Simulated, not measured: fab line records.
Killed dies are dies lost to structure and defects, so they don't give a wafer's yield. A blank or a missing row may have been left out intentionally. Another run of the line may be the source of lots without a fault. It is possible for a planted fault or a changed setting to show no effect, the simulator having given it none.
The tool behind it: which one? ; flow n5_finfet ; Sampling: 11 lots, 33 wafers, 5 of 1938 route steps

WHAT THE GAUGES READ, wafer by wafer
Not one reading of a measure or inspect step in the record can be checked against a usual standard deviation.

WHAT TOOL EACH LOT RAN ON (gives the tool, then ch and the chambers of the sampled wafers, and finally the start)
lot;N5_GATE_CUT_ETCH_36;N5_GATE_CUT_CUT_ETCH_53;N5_GATE_CUT_ETCH_47;N5_GATE_CUT_VAPOR_ETCH_51;N5_PASSIVATION_PROBE_49
L916;rie_diel-03 ch 1,2, day 4 23:35;rie_metal-03 ch 0,1, day 4 23:56;rie_metal-03 ch 0,1, day 5 00:05;rie_metal-03 ch 0,1, day 5 00:10;-
L918;rie_diel-03 ch 0,3, day 5 14:55;rie_metal-01 ch 0,1, day 5 15:16;rie_metal-01 ch 0,1, day 5 15:25;rie_metal-01 ch 0,1, day 5 15:30;-
L921;rie_diel-01 ch 0,1,3, day 6 05:14;rie_metal-03 ch 0,1, day 6 05:34;rie_metal-03 ch 0,1, day 6 05:43;rie_metal-03 ch 0,1, day 6 05:49;-
L923;rie_diel-04 ch 0,1,3, day 6 17:19;rie_metal-03 ch 0,1, day 6 17:40;rie_metal-03 ch 0,1, day 6 17:49;rie_metal-03 ch 0,1, day 6 17:54;-
L925;rie_diel-04 ch 0,1,3, day 7 06:17;rie_metal-03 ch 0, day 7 06:37;rie_metal-03 ch 0, day 7 06:46;rie_metal-03 ch 0, day 7 06:52;-
L926;rie_diel-04 ch 0,1,3, day 7 11:58;rie_metal-01 ch 0, day 7 12:17;rie_metal-01 ch 0, day 7 12:26;rie_metal-01 ch 0, day 7 12:32;prober-01, day 16 11:42
L929;rie_diel-04 ch 0,1,3, day 8 08:41;rie_metal-03 ch 0,1, day 8 09:03;rie_metal-03 ch 0,1, day 8 09:11;rie_metal-03 ch 0,1, day 8 09:17;-
L930;rie_diel-03 ch 0,1, day 8 14:07;rie_metal-03 ch 0,1, day 8 14:28;rie_metal-03 ch 0,1, day 8 14:37;rie_metal-03 ch 0,1, day 8 14:42;-
L934;rie_diel-04 ch 0,1,3, day 9 12:54;rie_metal-01 ch 0,1, day 9 13:15;rie_metal-01 ch 0,1, day 9 13:24;rie_metal-01 ch 0,1, day 9 13:29;-
L935;rie_diel-03 ch 0,1,2, day 10 01:19;rie_metal-01 ch 0,1, day 10 01:40;rie_metal-01 ch 0,1, day 10 01:49;rie_metal-01 ch 0,1, day 10 01:54;-
L937;rie_diel-01 ch 1,2, day 10 09:28;rie_metal-01 ch 0,1, day 10 09:49;rie_metal-01 ch 0,1, day 10 09:58;rie_metal-01 ch 0,1, day 10 10:03;-
- N5_GATE_CUT_ETCH_36: etches SiARC in CF4, target depth 13 nm, time 21.7 s.
- N5_GATE_CUT_CUT_ETCH_53: etches W in SF6/Cl2, target depth 79.2 nm.
- N5_GATE_CUT_ETCH_47: etches SiO2 in Cl2/BCl3, target depth 10 nm.
- N5_GATE_CUT_VAPOR_ETCH_51: etches HfO2 in BCl3/Cl2.
- N5_PASSIVATION_PROBE_49

AS READ BY THE TOOLS THEMSELVES (means over the sampled wafers that have a number; for cases with no such wafer, the mark the record gives instead)
N5_GATE_CUT_ETCH_36. Usual: drypump_motor_current_A 5.9 A, standard deviation 0.73; etch_rf_on_time_s 22.0 s, standard deviation 0.53; oes_product_au 0.67 a.u., standard deviation 0.056; rf_fwd_power_W 531.7 W, standard deviation 1.9; rf_vpp_V 184.0 V, standard deviation 1; showerhead_plenum_p_Torr 2.14 Torr, standard deviation 0.053; throttle_valve_pct 15.47 %, standard deviation 0.18.
lot;tool;drypump_motor_current_A (A);etch_rf_on_time_s (s);oes_product_au (a.u.);rf_fwd_power_W (W);rf_vpp_V (V);showerhead_plenum_p_Torr (Torr);throttle_valve_pct (%);flag
L916;rie_diel-03;6.2;21.5;0.70;529.0;184.0;2.10;15.46;
L918;rie_diel-03;6.4;22.0;0.68;531.4;185.2;2.14;15.42;
L921;rie_diel-01;5.6;21.9;0.69;533.4;183.7;2.11;15.62;
L923;rie_diel-04;5.6;21.8;0.66;530.4;184.8;2.17;15.47;
L925;rie_diel-04;5.6;22.0;0.66;532.2;184.4;2.17;15.47;
L926;rie_diel-04;5.6;21.8;0.65;532.1;184.2;2.17;15.47;
L929;rie_diel-04;5.6;21.8;0.65;531.2;184.5;2.17;15.49;
L930;rie_diel-03;6.0;22.5;0.69;529.2;184.2;2.16;15.29;
L934;rie_diel-04;5.6;21.8;0.65;532.7;184.7;2.17;15.50;
L935;rie_diel-03;6.1;22.2;0.67;532.9;183.7;2.12;15.41;
L937;rie_diel-01;5.0;22.3;0.59;531.7;183.9;2.07;15.61;

N5_GATE_CUT_CUT_ETCH_53. Usual: drypump_motor_current_A 5.7 A, standard deviation 0.64; etch_rf_on_time_s 26.3 s, standard deviation 0.71; oes_product_au 0.77 a.u., standard deviation 0.081; rf_fwd_power_W 877.3 W, standard deviation 2.8; throttle_valve_pct 28.77 %, standard deviation 0.13.
lot;tool;drypump_motor_current_A (A);etch_rf_on_time_s (s);oes_product_au (a.u.);rf_fwd_power_W (W);throttle_valve_pct (%);flag
L916;rie_metal-03;6.0;27.0;0.74;876.2;28.75;
L918;rie_metal-01;5.0;25.3;0.88;877.7;28.71;
L921;rie_metal-03;5.9;26.9;0.73;879.6;28.77;
L923;rie_metal-03;6.2;27.0;0.76;875.0;28.81;
L925;rie_metal-03;6.5;26.9;0.78;877.2;28.87;
L926;rie_metal-01;4.6;25.0;0.86;879.7;28.84;
L929;rie_metal-03;6.2;22.4;0.82;1096.0;28.84;OFF
L930;rie_metal-03;6.2;22.0;0.83;1093.0;28.84;OFF
L934;rie_metal-01;5.5;25.7;0.82;875.6;28.64;
L935;rie_metal-01;5.0;25.6;0.82;876.9;28.73;
L937;rie_metal-01;5.0;25.5;0.82;876.4;28.74;

N5_GATE_CUT_ETCH_47. Usual: drypump_motor_current_A 5.7 A, standard deviation 0.64; oes_product_au 0.85 a.u., standard deviation 0.086; rf_fwd_power_W 977 W, standard deviation 3.6; throttle_valve_pct 22.67 %, standard deviation 0.093.
lot;tool;drypump_motor_current_A (A);oes_product_au (a.u.);rf_fwd_power_W (W);throttle_valve_pct (%);flag
L916;rie_metal-03;5.9;0.83;979;22.69;
L918;rie_metal-01;5.0;0.97;978;22.57;
L921;rie_metal-03;5.9;0.81;977;22.68;
L923;rie_metal-03;6.2;0.85;973;22.70;
L925;rie_metal-03;6.5;0.89;975;22.72;
L926;rie_metal-01;4.6;0.94;983;22.59;
L929;rie_metal-03;6.2;0.83;972;22.72;
L930;rie_metal-03;6.2;0.83;978;22.71;
L934;rie_metal-01;5.4;0.91;979;22.58;
L935;rie_metal-01;5.0;0.91;981;22.58;
L937;rie_metal-01;5.0;0.90;980;22.59;

N5_GATE_CUT_VAPOR_ETCH_51. Usual: drypump_motor_current_A 5.7 A, standard deviation 0.64; oes_product_au 0.85 a.u., standard deviation 0.09.
lot;tool;drypump_motor_current_A (A);oes_product_au (a.u.);flag
L916;rie_metal-03;6.0;0.83;
L918;rie_metal-01;5.0;0.97;
L921;rie_metal-03;5.9;0.80;
L923;rie_metal-03;6.2;0.85;
L925;rie_metal-03;6.4;0.89;
L926;rie_metal-01;4.6;0.95;
L929;rie_metal-03;6.2;0.83;
L930;rie_metal-03;6.2;0.83;
L934;rie_metal-01;5.5;0.90;
L935;rie_metal-01;5.0;0.91;
L937;rie_metal-01;5.0;0.90;

N5_PASSIVATION_PROBE_49. Usual: defect_limited_yield 91.4 %, standard deviation 1.5; killed_at_M0_to_M3 33, standard deviation 11; killed_at_M4_up 14, standard deviation 5.3; killed_at_contacts 13, standard deviation 6.2; killed_at_front_end 39, standard deviation 13; killed_at_other 3.1, standard deviation 2.8; killed_dies 102, standard deviation 17; killed_open 68, standard deviation 13; killed_short 32, standard deviation 7.8; sort_bin_4_leakage 0.00 %, standard deviation 0.007; sort_bin_5_function 5.1 %, standard deviation 0.95; sort_bin_6_memory 3.2 %, standard deviation 0.7; sort_bin_8_speed 0.02 %, standard deviation 0.16; sort_n_pass 1078, standard deviation 18; sort_yield_pct 91.3 %, standard deviation 1.5.
lot;tool;defect_limited_yield (%);killed_at_M0_to_M3;killed_at_M4_up;killed_at_contacts;killed_at_front_end;killed_at_other;killed_dies;killed_open;killed_short;sort_bin_4_leakage (%);sort_bin_5_function (%);sort_bin_6_memory (%);sort_bin_8_speed (%);sort_n_pass;sort_yield_pct (%);flag
L926;prober-01;91.8;31;19;5;37;5.0;97;61;34;0.00;5.0;2.9;0.00;1083;91.8;

THE ANSWER, worked out from the rows above alone
Rule: a lot is off if the mean of its wafers that have a number lies more than 3 standard deviations from the usual mean. Also off: a lot with no number at a reading for which 4 or more lots have one. Where the step has rows for the other lots, those lots are counted as sound. After the gauges, taken in route order, come the tools' own readings; for these a lot's mean is taken, as printed above. The first step at which some lot is off is used, and at that step the reading that is off furthest; a lot without a number counts as furthest.
Off: L929, L930 (N5_GATE_CUT_CUT_ETCH_53, rf_fwd_power_W).
If a tool, at that step or one of the process steps before it, ran each lot that is off and ran no sound lot following the first of them, it fits. One candidate fits, namely rie_metal-03 at N5_GATE_CUT_CUT_ETCH_53. Its last sound lot is L925 (day 7 06:37), its first lot that is off L929 (day 8 09:03): a fault that began between those two fits.
On the lots that are off, the tool's own readings at N5_GATE_CUT_CUT_ETCH_53 differ by more than 5 times the standard deviation of the sound lots' means, which bears it out; rf_fwd_power_W reads 1094.5 W there versus 877.1 W on the sound lots.

WHAT THE SIMULATOR PUT IN
Process parameter drift: rie_metal-03, from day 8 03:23 on, at N5_GATE_CUT_CUT_ETCH_53. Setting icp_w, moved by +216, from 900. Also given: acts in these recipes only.
Struck lots among those shown: L929, L930. This agrees with what the rule above found.
